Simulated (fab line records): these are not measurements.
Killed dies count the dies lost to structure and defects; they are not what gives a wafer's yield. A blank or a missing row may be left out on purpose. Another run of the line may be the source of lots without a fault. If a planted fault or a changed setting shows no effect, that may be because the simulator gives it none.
Chamber matching + flow nand_harc + NHARC_A_WL_FILL_ETCHBACK_26 on rie_si-05 has 4 sister chambers
The step etches the open film in HBr, target depth 52 nm, time 13.3 s. 8 wafers are shown with their chamber, then 8 later ones without.

WAFERS WITH THEIR CHAMBER
| wafer  | chamber | throttle_valve_pct (%) | oes_product_au (a.u.) |
|--------|---------|------------------------|-----------------------|
| L084.6 | 0       | 23.260                 | 1.005                 |
| L087.2 | 1       | 23.267                 | 0.998                 |
| L087.5 | 2       | 23.261                 | 1.001                 |
| L087.6 | 3       | 23.274                 | 0.990                 |
| L091.2 | 2       | 23.245                 | 1.009                 |
| L091.4 | 0       | 23.265                 | 1.006                 |
| L091.5 | 1       | 23.273                 | 1.002                 |
| L090.1 | 3       | 23.254                 | 1.005                 |

WAFERS WHOSE CHAMBER IS MISSING
| wafer  | throttle_valve_pct (%) | oes_product_au (a.u.) |
|--------|------------------------|-----------------------|
| L090.2 | 23.269                 | 0.997                 |
| L090.3 | 23.275                 | 0.996                 |
| L094.1 | 23.252                 | 1.006                 |
| L094.2 | 23.279                 | 1.005                 |
| L094.4 | 23.267                 | 1.001                 |
| L095.2 | 23.258                 | 1.013                 |
| L095.4 | 23.269                 | 1.017                 |
| L095.5 | 23.263                 | 1.000                 |

WHICH CHAMBER EACH ONE RAN IN
| wafer  | from the rows above               | in truth |
|--------|-----------------------------------|----------|
| L090.2 | can't be placed: 1 or 3 or 0 or 2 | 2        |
| L090.3 | can't be placed: 1 or 3 or 0 or 2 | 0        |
| L094.1 | can't be placed: 2 or 0 or 3 or 1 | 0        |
| L094.2 | can't be placed: 1 or 0 or 3 or 2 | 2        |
| L094.4 | can't be placed: 1 or 3 or 0 or 2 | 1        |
| L095.2 | can't be placed: 0 or 2 or 1 or 3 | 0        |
| L095.4 | can't be placed: 0 or 2 or 1 or 3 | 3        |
| L095.5 | can't be placed: 3 or 1 or 0 or 2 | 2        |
0 of 8 placed correctly. Not placeable from these rows: 8 (in 8, the candidates include the true chamber). Number placed wrongly: 0.
How it was worked out, from the rows above alone: a wafer's distance from a chamber is the root of the sum, over the readings, of the square of ((its reading less the chamber's mean) divided by the reading's scatter). The wafer belongs to the nearest chamber; if the next one is less than 2 further off, it can't be placed. The mean given for a chamber averages the wafers shown for that chamber. How the scatter is found: for the shown wafers, subtract from each reading the mean of its chamber, square and add these, divide the total by (wafers less chambers), then take the root.
